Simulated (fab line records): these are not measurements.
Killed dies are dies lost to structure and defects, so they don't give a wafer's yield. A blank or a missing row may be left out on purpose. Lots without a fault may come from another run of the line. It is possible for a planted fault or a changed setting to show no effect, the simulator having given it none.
A lot that was struck, set against a sound lot / flow n5 finfet / 35 out of 1938 route steps
Sound: the wafers L356.3, L356.4, L356.5. Struck: wafer L363.5. (L363.2 of the same lot was not struck and is left out.) The cause comes at the end.
Per side, at each step with rows, come the tool, then ch with its chambers, and then its first start. Under that, the readings that differ: sound wafers / struck wafers / difference of the means / sigmas: that difference in standard deviations of wafers without a fault.
alike: readings whose means differ by less than 2 such deviations, and words and numbers that are the same on both sides. not compared: withheld readings, readings that some wafer has no value for, bounds like >300 that may hide the same value, and numbers for which the record gives no deviation and whose values overlap.
A row with sigmas, a row that says differs or no value, or rows on one side alone: a step with any of these is where the two part. Non-overlapping numbers with no deviation appear without sigmas and do not part them. Lack of a reading on every wafer of one side parts them only where that side has two or more wafers.

first, 7 steps without rows for these wafers: N5_SD_EPI_P_SRD_25 (time 30 s); N5_SD_ACTIVATION_RTA_00 (time 0 s); N5_SD_ACTIVATION_LSA_01 (time 0.0008 s); N5_ILD0_LINER_00 (material SiNx, target thk 4 nm, pulse time 1 s, purge time 2 s); N5_ILD0_FCVD_FILL_01 (material SiO2 flowable, target thk 200 nm, time 328.3 s); N5_ILD0_CURE_02 (time 1800 s); N5_ILD0_CMP_03 (polishes, stops on SiNx, t overpolish 1.9 s, target thk 197.38 nm).
N5_ILD0_CMP_07: polishes SiO2 flowable, stops on poly-Si, t overpolish 1.18 s, target thk 138.88 nm.
  sound on cmp-02 ch 1,2, day 3 14:26; struck on cmp-02 ch 1, day 5 08:32
reading=model.a-Si_of_DUMMY_GATE_CVD_03.thk nm (nm); sound=68 68.4 69.6; struck=70.4; difference=+1.7; sigmas=
reading=model.SiO2_flowable_of_ILD0_FCVD_FILL_01.thk nm (nm); sound=139 138.6 139; struck=140.6; difference=+1.7; sigmas=
  alike: motor current A, platen rpm, retaining ring pressure frac
then, 23 steps without rows for these wafers: N5_ILD0_PRECLEAN_10 (cleans in NF3:NH3, afs cycles 5, time 20 s, sublimation time 60 s); N5_ILD0_ALD_15 (deposits SiNx, target thk 24 nm, pulse time 1 s, ald cycles 480); N5_ILD0_CMP_12 (polishes SiNx, stops on poly-Si, t overpolish 6 s, target thk 17.67 nm); N5_SDB_HM_DEP_00 (deposits SiNx from SiH4/NH3/N2, target thk 40 nm, time 35.3 s); N5_SDB_COAT_03 (time 60 s, resist thk 100 nm); N5_SDB_COAT_04 (time 60 s, resist thk 18 nm); N5_SDB_COAT_05 (resist thk 90 nm); N5_SDB_EBR_07; N5_SDB_SOFTBAKE_06 (time 60 s); N5_SDB_EXPOSE_08 (exposes mask SDB); N5_SDB_PEB_09 (peb time 60 s); N5_SDB_DEVELOP_10 (develop time 30 s); N5_SDB_DESCUM_16 (chemistry O2, time 7.9 s); N5_SDB_ETCH_17 (etches SiARC in CF4, target depth 23.4 nm, time 39 s); N5_SDB_ETCH_18 (etches SOC in N2/H2, target depth 100 nm, overetch 20 nm, time 150 s); N5_SDB_STRIP_19 (strips in N2/H2); N5_SDB_STRIP_21 (strips in CF4); N5_SDB_HM_OPEN_20 (chemistry CH3F/O2, target SiNx, stops on poly-Si, target depth 24 nm); N5_SDB_STRIP_22 (strips in N2/H2); N5_SDB_PRECLEAN_23 (cleans in dHF, time 30 s); N5_SDB_DUMMY_REMOVE_24 (chemistry TMAH, target poly-Si, stops on SiO2, target depth 142 nm, time 57 s, rinse time 30 s); N5_SDB_ETCH_25 (etches SiO2 in C4F6/O2, target depth 10 nm, time 3.3 s); N5_SDB_CUT_ETCH_26 (etches Si in HBr/Cl2/O2, target depth 129.6 nm, bt time 20 s, time 51.8 s).
N5_SDB_CMP_30: polishes, stops on poly-Si, t overpolish 1.54 s, target thk 30 nm.
  sound on cmp-04 ch 1,3, day 3 22:36; struck on cmp-03 ch 1, day 5 16:42
reading=model.a-Si_of_DUMMY_GATE_CVD_03.thk nm (nm); sound=63.2 63.8 64.8; struck=65.6; difference=+1.7; sigmas=
  alike: motor current A, overpolish run s, platen rpm, retaining ring pressure frac, time to endpoint s
N5_MOL_CONTACT_COAG_WET_ETCH_116: etches the open film in SC1-inhibited, target depth 4.6 nm, rinse time 30 s.
  sound on wet bench-03 ch 4,5,6, day 5 00:34; struck on wet bench-03 ch 2, day 6 17:51
reading=model.SiO2_flowable_of_ILD0_FCVD_FILL_01.thk nm (nm); sound=112 111.6 112; struck=113.4; difference=+1.5; sigmas=
-- a jump in the record: the struck wafers' starts before and after are 3 days apart (it breaks off in module MOL_CONTACT_COAG and resumes in module BEOL_M4, where the first step shown is number 1111 of the route) --
N5_BEOL_M4_RC_MEAS_101:
  sound on prober-01 ch 0, day 8 00:11; struck on prober-02 ch 0, day 10 04:13
reading=DIBL_N (mV/V); sound=39.2 39.8 37.8; struck=35.1; difference=-3.8; sigmas=-3
reading=DIBL_P (mV/V); sound=37.6 39.4 36.3; struck=34.2; difference=-3.6; sigmas=-2
  alike: IOFF_N, IOFF_P, ION_N, ION_P, SS_N, SS_P, VT_N, VT_P
then, 1 step without rows for these wafers: N5_PASSIVATION_PROBE_49.

WHERE THEY PART
N5_BEOL_M4_RC_MEAS_101 only, going by this record.

WHY: whatever the simulator had introduced
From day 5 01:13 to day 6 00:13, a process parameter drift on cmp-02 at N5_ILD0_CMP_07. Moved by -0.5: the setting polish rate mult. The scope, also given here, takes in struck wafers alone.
